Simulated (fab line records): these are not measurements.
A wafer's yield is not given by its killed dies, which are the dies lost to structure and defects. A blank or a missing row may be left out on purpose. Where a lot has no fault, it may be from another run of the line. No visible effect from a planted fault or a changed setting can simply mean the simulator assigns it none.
fab line records ; flow nandHarc
record lots=13; wafers=38; lastDay=24
route steps=1159 shown A_SLIT@795 A_WL_FILL@811 END@1159
lots untouched by any fault: they come from a run of this same line in which no faults occurred
startH: hours from the record's first day to the start of the lot's first wafer shown ; waitH: how many hours have passed since the lot's step before this one ; " same as the row above ; L1.1+2: a row that stands for several wafers ; - no value present, or no start provided ; * or withheld: withheld ; < > ~ a bound
route shown NAME@n: NAME is a module with steps in the file, n the number in the route of the first one ; usual: the fault-free wafers' mean and standard deviation ; same: alike in all rows ; chamber/n: place in a boat ; sites: readings site by site ; _std_site: standard deviation of those values ; _edge_site: inner sites' mean taken away from outer sites' mean ; radiusMm: for every site, how far away it sits from the centre of the wafer ; mask NAME#n: copy n ; behind: the last tool/chamber to shape the wafer ; hold: why the lot went on hold/how many hours it stayed there/how the hold came to an end ; device: which transistor (n, p or np) failed to switch ; end of line: at the end of the route, the tests of the same wafers ; step lacking rows: just its recipe ; killed: dies lost to structure and defects at the first sort, not the wafer's yield ; map: dies across one wafer; x = killed, . = not, _ = none there
set.NAME: setting as actually run; set.NAME@STEP: the setting as run at that earlier step ; model.NAME: the simulator's own value behind a step, which no gauge read
the route's steps for a sample of lots (tables are steps, rows are wafers)
services: from which hour (startH, from the record's first day; less than 0 if before it) a tool's chamber was out of use, for how many hours, and why
## steps
# step NHARC_A_SLIT_ETCH_15
# recipe targetDepthA=32000; overEtchFrac=0.3; timeS=832; ionEnergyEv=150; o2FlowSccm=400; cosFlowSccm=20; arFlowSccm=0; rfW=500; biasW=300; chemistry=O2/COS
# usual drypumpMotorCurrentA=5.8/0.45; oesProductAu=1.002/0.0072; rfVppV=314.2/1.8; showerheadPlenumPTorr=3.13/0.1; throttleValvePct=28.330/0.0093
lot.wafer;tool;chamber;startH;waitH;drypumpMotorCurrentA;oesProductAu;rfHoursCounterH;rfVppV;showerheadPlenumPTorr;throttleValvePct
L981.1;rieDiel-03;1;-;-;5.0;1.000;7;316.2;3.25;28.318
L981.4;rieDiel-03;2;-;-;5.8;0.999;7;313.8;3.12;28.339
L981.3;rieDiel-03;3;-;-;6.1;0.994;6;315.5;3.17;28.321
L982.3;rieDiel-03;3;-;-;6.1;1.001;7;315.7;3.17;28.317
L982.6;rieDiel-03;0;-;-;6.1;0.998;-;314.5;3.05;28.333
L982.5;rieDiel-03;1;-;-;5.0;0.999;-;316.0;3.25;28.326
L987.2;rieDiel-03;1;-;-;5.0;0.991;9;316.1;3.24;28.332
L987.1;rieDiel-03;3;-;-;6.1;0.993;7;315.2;3.17;28.334
L987.4;rieDiel-03;2;-;-;5.8;1.018;-;312.8;3.12;28.327
L986.4;rieDiel-12;3;-;-;6.0;0.999;9;314.2;3.15;28.324
L986.2;rieDiel-12;0;-;-;6.5;1.001;11;312.6;3.02;28.334
L986.3;rieDiel-12;2;-;-;5.4;0.998;9;309.7;2.92;28.325
L989.1;rieDiel-03;0;-;-;6.1;1.000;10;312.3;3.05;28.328
L989.2;rieDiel-03;2;-;-;5.8;1.007;11;314.5;3.11;28.342
L989.4;rieDiel-03;3;-;-;6.1;1.003;11;314.7;3.17;28.333
L988.3;rieDiel-02;2;-;-;5.8;0.997;3;315.4;3.18;28.322
L988.4;rieDiel-02;3;-;-;5.9;1.002;3;317.1;3.29;28.328
L988.2;rieDiel-02;0;-;-;5.5;1.001;3;312.5;3.01;28.320
L990.2;rieDiel-02;2;-;-;5.9;1.006;4;315.8;3.18;28.322
L990.4;rieDiel-02;3;-;-;5.9;1.004;3;316.0;3.29;28.339
L990.5;rieDiel-02;3;-;-;5.9;1.002;-;316.5;3.29;28.330
L991.1;rieDiel-12;1;-;-;5.2;1.003;1;316.4;3.15;28.323
L991.3;rieDiel-12;0;-;-;6.5;1.007;0;310.7;3.02;28.332
L991.6;rieDiel-12;1;-;-;5.2;1.014;-;314.8;3.15;28.325
L992.4;rieDiel-02;1;-;-;6.4;0.992;4;315.4;3.15;28.340
L992.3;rieDiel-02;3;-;-;6.0;1.003;4;317.0;3.29;28.321
L992.6;rieDiel-02;0;-;-;5.5;0.994;-;312.6;3.01;28.330
L100.4;rieDiel-02;3;-;-;5.9;1.004;6;316.0;3.29;28.320
L100.2;rieDiel-02;0;-;-;5.4;1.000;5;312.8;3.01;28.332
L997.3;rieDiel-03;3;-;-;6.1;1.016;3;315.0;3.17;28.318
L997.4;rieDiel-03;0;-;-;6.1;1.005;3;312.1;3.04;28.334
L997.5;rieDiel-03;2;-;-;5.8;1.015;-;313.2;3.11;28.333
L103.1;rieDiel-03;0;-;-;6.1;1.008;4;311.1;3.04;28.322
L103.3;rieDiel-03;1;-;-;5.1;1.008;5;315.1;3.24;28.325
L103.4;rieDiel-03;2;-;-;5.8;1.019;-;315.1;3.11;28.337
L102.4;rieDiel-02;3;-;-;5.9;0.999;8;315.3;3.29;28.340
L102.3;rieDiel-02;1;-;-;6.4;0.988;8;315.0;3.15;28.338
L102.1;rieDiel-02;2;-;-;5.9;1.006;9;315.2;3.18;28.322
# step NHARC_A_SLIT_ETCH_17
# recipe biasV=900; sourceW=withheld; pressureMtorr=20; arFlowSccm=375; c4f8FlowSccm=83.3; o2FlowSccm=41.7; timeS=1687.5; targetDepthA=1.01e+05; chemistry=C4F8/O2/Ar
# usual drypumpMotorCurrentA=5.7/0.34; showerheadPlenumPTorr=3.73/0.12; throttleValvePct=32.046/0.0096
lot.wafer;tool;chamber;startH;waitH;drypumpMotorCurrentA;rfHoursCounterH;showerheadPlenumPTorr;throttleValvePct
L981.1;harEtch-02;0;316.23;-;5.9;168;3.84;32.083
L981.4;harEtch-02;0;316.23;-;5.9;-;3.84;32.040
L981.3;harEtch-02;1;316.23;-;6.3;-;3.84;32.047
L982.3;harEtch-01;0;330.57;-;5.6;-;3.57;32.040
L982.6;harEtch-01;1;330.57;-;5.4;-;3.80;32.039
L982.5;harEtch-01;0;330.57;-;5.6;-;3.57;32.050
L987.1;harEtch-01;1;352.62;-;5.4;7;3.79;32.047
L987.2;harEtch-01;0;352.62;-;5.6;7;3.57;32.049
L987.4;harEtch-01;0;352.62;-;5.5;-;3.56;32.048
L986.2;harEtch-02;1;352.89;-;6.3;179;3.84;32.032
L986.4;harEtch-02;0;352.89;-;5.9;-;3.84;32.046
L986.3;harEtch-02;1;352.89;-;6.3;-;3.84;32.044
L989.1;harEtch-01;0;380.51;-;5.5;26;3.55;32.043
L989.2;harEtch-01;1;380.51;-;5.4;26;3.78;32.026
L989.4;harEtch-01;0;380.51;-;5.5;-;3.56;32.029
L988.2;harEtch-01;1;382.19;-;5.4;27;3.78;32.051
L988.4;harEtch-01;1;382.19;-;5.4;-;3.78;32.047
L988.3;harEtch-01;0;382.19;-;5.5;-;3.55;32.042
L990.2;harEtch-01;0;383.86;-;5.5;29;3.55;32.042
L990.4;harEtch-01;0;383.86;-;5.5;-;3.55;32.060
L990.5;harEtch-01;1;383.86;-;5.4;-;3.78;32.048
L991.1;harEtch-02;0;396.09;-;5.9;205;3.82;32.042
L991.3;harEtch-02;0;396.09;-;5.9;-;3.82;32.050
L991.6;harEtch-02;0;396.09;-;5.9;-;3.82;32.051
L992.3;harEtch-01;1;396.74;-;5.4;-;3.78;32.045
L992.4;harEtch-01;0;396.74;-;5.5;-;3.55;32.067
L992.6;harEtch-01;0;396.74;-;5.5;-;3.55;32.045
L100.2;harEtch-01;1;438.09;-;5.4;52;3.77;32.043
L100.4;harEtch-01;1;438.09;-;5.4;-;3.77;32.049
L997.3;harEtch-02;1;438.64;-;6.3;-;3.81;32.054
L997.4;harEtch-02;0;438.64;-;5.9;-;3.81;32.032
L997.5;harEtch-02;1;438.64;-;6.3;-;3.81;32.044
L103.1;harEtch-01;0;449.50;-;5.5;61;3.54;32.040
L103.4;harEtch-01;1;449.50;-;5.4;-;3.76;32.037
L103.3;harEtch-01;0;449.50;-;5.5;-;3.54;32.051
L102.1;harEtch-02;0;450.08;-;5.9;223;3.81;32.040
L102.4;harEtch-02;1;450.08;-;6.3;-;3.81;32.040
L102.3;harEtch-02;0;450.08;-;5.9;-;3.81;32.027
# step NHARC_A_WL_FILL_ALD_02
# recipe targetThkA=20; pulseTimeS=3; aldCycles=100; tempC=450; material=TiN
# usual aldCycles=100/0; heaterPowerW=1124/120; precursorPulseHeightRel=1.002/0.019
lot.wafer;tool;chamber;startH;waitH;aldCycles;heaterPowerW;precursorPulseHeightRel
L981.1;aldMetal-02;2;329.16;0.2;100;1055;1.050
L981.3;aldMetal-02;3;329.16;0.2;100;1154;0.996
L981.4;aldMetal-02;0;329.16;0.2;100;887;0.992
L982.3;aldMetal-02;3;339.32;0.2;100;1144;1.020
L982.5;aldMetal-02;1;339.32;0.2;100;1119;0.993
L982.6;aldMetal-02;2;339.32;0.2;100;1064;0.986
L987.4;aldMetal-02;1;363.55;0.1;100;1138;1.006
L987.2;aldMetal-02;2;363.55;0.1;100;1055;0.993
L987.1;aldMetal-02;3;363.55;0.1;100;1109;1.019
L986.2;aldMetal-03;2;363.81;0.2;100;1133;1.033
L986.3;aldMetal-03;1;363.81;0.2;100;1058;1.022
L986.4;aldMetal-03;3;363.81;0.2;100;967;0.987
L989.4;aldMetal-02;2;391.47;0.1;100;1052;1.010
L989.2;aldMetal-02;3;391.47;0.1;100;1136;1.015
L989.1;aldMetal-02;0;391.47;0.1;100;910;1.000
L988.4;aldMetal-04;2;391.60;0.1;100;1181;0.995
L988.3;aldMetal-04;0;391.60;0.1;100;1358;0.989
L988.2;aldMetal-04;1;391.60;0.1;100;1274;0.985
L990.2;aldMetal-04;0;394.67;0.2;100;1319;1.008
L990.4;aldMetal-04;1;394.67;0.2;100;1259;1.005
L990.5;aldMetal-04;0;394.67;0.2;100;1351;0.988
L991.3;aldMetal-03;0;405.73;0.2;100;1037;1.002
L991.1;aldMetal-03;1;405.73;0.2;100;1066;0.967
L991.6;aldMetal-03;2;405.73;0.2;100;1153;0.985
L992.3;aldMetal-04;1;405.88;0.2;100;1303;1.037
L992.4;aldMetal-04;2;405.88;0.2;100;1177;0.989
L992.6;aldMetal-04;3;405.88;0.2;100;1179;0.979
L100.2;aldMetal-02;0;447.20;0.2;100;886;1.027
L100.4;aldMetal-02;3;447.20;0.2;32;1100;0.956
L102.3;aldMetal-02;2;459.74;0.2;100;1069;1.019
L102.4;aldMetal-02;3;459.74;0.2;32;1149;1.008
L102.1;aldMetal-02;0;459.74;0.2;100;903;1.025
L103.4;aldMetal-03;1;459.91;0.1;100;1062;1.010
L103.1;aldMetal-03;2;459.91;0.1;100;1165;1.019
L103.3;aldMetal-03;3;459.91;0.1;100;1058;0.994
L997.3;aldMetal-02;3;460.04;0.1;100;1142;0.992
L997.4;aldMetal-02;1;460.04;0.1;32;1135;0.961
L997.5;aldMetal-02;0;460.04;0.1;32;905;1.008
# step NHARC_A_WL_FILL_ETCHBACK_16
# recipe targetDepthA=880; timeS=17.6; c4f8FlowSccm=withheld; o2FlowSccm=8; arFlowSccm=withheld; rfW=600; biasW=800; chemistry=C4F8/O2/Ar
# usual oesProductAu=0.980/0.027; rfVppV=721/3.8
lot.wafer;tool;chamber;startH;waitH;oesProductAu;rfHoursCounterH;rfVppV
L981.3;rieDiel-06;2;-;-;0.997;5.4;717
L981.4;rieDiel-06;3;-;-;0.998;5.5;728
L981.1;rieDiel-06;1;-;-;0.994;6.2;717
L982.3;rieDiel-01;3;-;-;0.978;0.9;719
L982.5;rieDiel-01;1;-;-;0.956;-;723
L982.6;rieDiel-01;2;-;-;0.967;-;722
L987.2;rieDiel-01;2;-;-;0.992;1.5;723
L987.4;rieDiel-01;3;-;-;0.995;1.6;719
L987.1;rieDiel-01;1;-;-;1.001;1.4;724
L986.2;rieDiel-06;3;-;-;0.990;8.6;727
L986.4;rieDiel-06;2;-;-;0.995;-;716
L986.3;rieDiel-06;3;-;-;0.995;-;728
L988.2;rieDiel-06;1;-;-;0.994;10.2;716
L988.4;rieDiel-06;2;-;-;0.995;9.9;718
L988.3;rieDiel-06;0;-;-;0.987;7.3;718
L989.1;rieDiel-01;3;-;-;0.996;2.5;721
L989.4;rieDiel-01;0;-;-;0.997;2.3;718
L989.2;rieDiel-01;1;-;-;0.995;2.2;723
L990.4;rieDiel-10;1;-;-;1.000;2.5;726
L990.2;rieDiel-10;3;-;-;0.990;2.6;724
L990.5;rieDiel-10;1;-;-;0.998;-;724
L991.3;rieDiel-10;0;-;-;0.992;2.5;723
L991.1;rieDiel-10;3;-;-;0.992;2.6;724
L991.6;rieDiel-10;1;-;-;0.995;-;725
L992.4;rieDiel-01;1;-;-;0.989;2.7;723
L992.3;rieDiel-01;3;-;-;0.993;3.1;720
L992.6;rieDiel-01;2;-;-;0.982;-;724
L100.2;rieDiel-10;1;-;-;0.961;3.6;726
L100.4;rieDiel-10;0;-;-;0.963;3.5;724
L997.4;rieDiel-06;2;-;-;1.009;3.6;717
L997.3;rieDiel-06;3;-;-;1.009;3.4;728
L997.5;rieDiel-06;3;-;-;1.010;-;728
L103.4;rieDiel-01;1;-;-;0.950;3.8;723
L103.3;rieDiel-01;2;-;-;0.955;3.9;722
L103.1;rieDiel-01;0;-;-;0.976;4.0;717
L102.4;rieDiel-01;3;-;-;0.925;4.2;722
L102.3;rieDiel-01;0;-;-;0.931;4.0;717
L102.1;rieDiel-01;1;-;-;0.920;3.9;723
# step NHARC_END_SORT_01
# recipe tempC=25
# usual killedAtArray=27/10; killedAtOther=0.6/1; killedAtPeriphery=3.4/2.7; killedDies=31/9.7; killedOpen=3.4/1.7; killedShort=2.2/1.5
# same grossDies=677
lot.wafer;tool;chamber;startH;waitH;killedAtArray;killedAtOther;killedAtPeriphery;killedDies;killedOpen;killedShort
L100.2;prober-01;0;563.58;2.8;34;0;0;34;5;4
L100.4;prober-01;0;565.21;3.4;676;0;1;677;3;4
L997.3;prober-01;0;572.28;3.1;52;0;2;54;5;6
L997.4;prober-01;0;573.07;3.4;675;1;1;677;1;3
L997.5;prober-01;0;573.86;3.7;675;0;2;677;2;4
L102.1;prober-02;0;574.79;2.5;52;1;6;59;4;1
L102.3;prober-02;0;576.40;3.1;49;2;4;55;6;3
L102.4;prober-02;0;577.21;3.4;670;1;6;677;5;0
# killed by level:class
L100.2 A_CHANNEL_HOLE_D1:chamberFilmFlake=20 A_CONTACT:geometricParticle:short=2 A_CONTACT:geometricParticle:open=2 A_STAIRCASE:chamberFilmFlake=2 A_CONTACT:chamberFilmFlake=2 A_ONON_D1:geometricParticle:short=1 A_CHANNEL_FILL_D1:geometricParticle:open=1 A_WL_FILL:geometricParticle:short=1
L100.4 A_WL_FILL:areaAld=645 A_CHANNEL_HOLE_D1:chamberFilmFlake=23 P_M0:geometricParticle:short=1 A_CHANNEL_FILL_D1:geometricParticle:short=1 A_WL_FILL:geometricParticle:short=1 A_CONTACT:geometricParticle:open=1 A_BLC:geometricParticle:open=1 A_M0:geometricParticle:open=1
L997.3 A_CHANNEL_HOLE_D1:chamberFilmFlake=16 A_SLIT:chamberFilmFlake=16 A_CONTACT:chamberFilmFlake=5 A_BLC:geometricParticle:open=3 A_ONON_D1:geometricParticle:short=2 A_CHANNEL_FILL_D1:geometricParticle:short=2 A_CONTACT:geometricParticle:open=2 A_STAIRCASE:chamberFilmFlake=2
L997.4 A_WL_FILL:areaAld=636 A_CHANNEL_HOLE_D1:chamberFilmFlake=18 A_SLIT:chamberFilmFlake=12 A_CONTACT:chamberFilmFlake=4 A_CHANNEL_FILL_D1:geometricParticle:open=1 A_CHANNEL_FILL_D1:geometricParticle:short=1 A_M0:geometricParticle:short=1 STARTING-WAFER:geometricParticle:short=1
L997.5 A_WL_FILL:areaAld=623 A_CHANNEL_HOLE_D1:chamberFilmFlake=24 A_CONTACT:chamberFilmFlake=10 A_SLIT:chamberFilmFlake=9 A_STAIRCASE:chamberFilmFlake=2 A_ONON_D1:geometricParticle:short=1 A_CHANNEL_FILL_D1:geometricParticle:short=1 A_CHANNEL_FILL_D1:geometricParticle:open=1
L102.1 A_CHANNEL_HOLE_D1:chamberFilmFlake=21 A_SLIT:chamberFilmFlake=14 A_CONTACT:chamberFilmFlake=5 P_BONDPAD:chamberFilmFlake=3 A_STAIRCASE:chamberFilmFlake=3 A_WL_FILL:chamberFilmFlake=3 A_CHANNEL_HOLE_D1:geometricParticle:open=2 P_M1:chamberFilmFlake=2
L102.3 A_CHANNEL_HOLE_D1:chamberFilmFlake=19 A_SLIT:chamberFilmFlake=12 A_CONTACT:chamberFilmFlake=5 A_M0:geometricParticle:open=3 A_CHANNEL_FILL_D1:chamberFilmFlake=3 P_BONDPAD:chamberFilmFlake=2 A_STAIRCASE:chamberFilmFlake=2 P_CONTACT:geometricParticle:open=1
L102.4 A_WL_FILL:areaAld=628 A_CHANNEL_HOLE_D1:chamberFilmFlake=18 A_SLIT:chamberFilmFlake=17 P_M0:geometricParticle:open=3 P_M1:chamberFilmFlake=3 A_CHANNEL_FILL_D1:chamberFilmFlake=2 A_STAIRCASE:chamberFilmFlake=2 A_CHANNEL_HOLE_D1:geometricParticle:open=1
## services
tool;chamber;startH;hours;kind
rieDiel-12;3;294.69;9.0;repair
rieDiel-06;2;303.47;4.4;repair
harEtch-01;-;306.14;17.0;pm
rieDiel-01;-;314.80;9.0;pm
aldMetal-03;-;322.00;10.0;pm
rieDiel-06;2;323.40;13.0;repair
rieDiel-02;-;327.91;9.0;pm
aldMetal-03;2;335.50;24.2;repair
rieDiel-03;3;336.16;1.8;repair
aldMetal-03;0;338.53;30.3;repair
rieDiel-03;0;341.24;4.9;repair
rieDiel-03;0;348.67;7.3;repair
rieDiel-06;0;352.43;30.4;repair
rieDiel-10;-;353.50;9.0;pm
aldMetal-02;-;364.00;10.0;pm
rieDiel-06;1;377.70;8.1;repair
rieDiel-12;-;379.40;9.0;pm
aldMetal-02;3;385.38;2.7;repair
rieDiel-03;-;392.40;9.0;pm
rieDiel-02;1;396.42;7.7;repair
rieDiel-02;0;408.33;7.3;repair
rieDiel-06;-;418.25;9.0;pm
aldMetal-03;2;423.43;4.2;repair
rieDiel-03;3;440.27;8.7;repair
## key
firstSign step=NHARC_A_WL_FILL_ALD_02; reading=aldCycles; direction=down; sigmas=99+; usual=100; struck=32
effect step=NHARC_END_SORT_01; reading=killedDies; direction=up; sigmas=67; usual=31; struck=677
moreKillsBornAt NHARC_A_WL_FILL_ALD_02@aldMetal-02=2532
metAt NHARC_A_WL_FILL_ALD_02
struckLots L997,L100,L102
struckWafers L997.4,L997.5,L100.4,L102.4
laterRowsLeftOut L997.4,L997.5,L100.4,L102.4
testerLeftOut L997,L100,L102
notActingAt NHARC_A_SLIT_ETCH_15,NHARC_A_SLIT_ETCH_17,NHARC_A_WL_FILL_ETCHBACK_16
onsetBetween 391.47 447.20
fault kind=processParameterDrift; tool=aldMetal-02; chamber=-; onsetH=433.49; steps=NHARC_A_WL_FILL_ALD_02; channel=aldCycles; offset=-68; shape=step; endH=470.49; scope=struckWafersOnly; actsIn=theseRecipesOnly; stated=100
# testerLeftOut: of these lots the tester's yield and bins aren't shown, on N5 and GAA mostly nor the transistor test; their killed dies are dies lost to structure and defects alone, not to doping, threshold or leakage, so they don't give the yield
# laterRowsLeftOut: the simulator's readings of these wafers behind a module that went badly wrong aren't trusted and aren't shown, but for the sort
